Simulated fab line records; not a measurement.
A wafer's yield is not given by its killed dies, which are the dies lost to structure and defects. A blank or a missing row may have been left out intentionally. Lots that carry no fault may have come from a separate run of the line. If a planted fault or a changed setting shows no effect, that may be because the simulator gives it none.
Chamber matching    flow n5 finfet    N5_BEOL_M4_PRE_CLEAN_60 on cvd co-01 has 3 sister chambers
The step time 15 s. 3 wafers are shown with their chamber, then 12 later ones without.

## EACH WAFER AND ITS CHAMBER
wafer   chamber  heater power w (W)
L085.6  2        106
L087.1  1        134
L087.5  0        89

## WAFERS MISSING THEIR CHAMBER
wafer   heater power w (W)
L090.2  88
L090.5  89
L090.6  103
L091.2  132
L091.5  87
L091.6  133
L092.1  106
L092.2  131
L092.5  88
L097.1  104
L097.3  134
L097.6  132

## WHICH CHAMBER EACH WENT THROUGH
wafer   from the rows above  in truth
L090.2  0                    0
L090.5  0                    0
L090.6  2                    2
L091.2  1                    1
L091.5  0                    0
L091.6  1                    1
L092.1  2                    2
L092.2  1                    1
L092.5  0                    0
L097.1  2                    2
L097.3  1                    1
L097.6  1                    1
Correctly placed: 12 of 12. Left unplaced by these rows: 0. Placed wrongly: 0.
How it was worked out, from the rows above alone: a wafer's distance from a chamber is the root of the sum, over the readings, of the square of ((its reading less the chamber's mean) divided by the reading's scatter). The wafer belongs to the nearest chamber; if the next one is less than 2 further off, it can't be placed. A chamber's mean is the mean of its shown wafers. The scatter (one wafer shown for each chamber): square how far every hidden wafer sits from the nearest shown wafer, average those squares and take the square root.
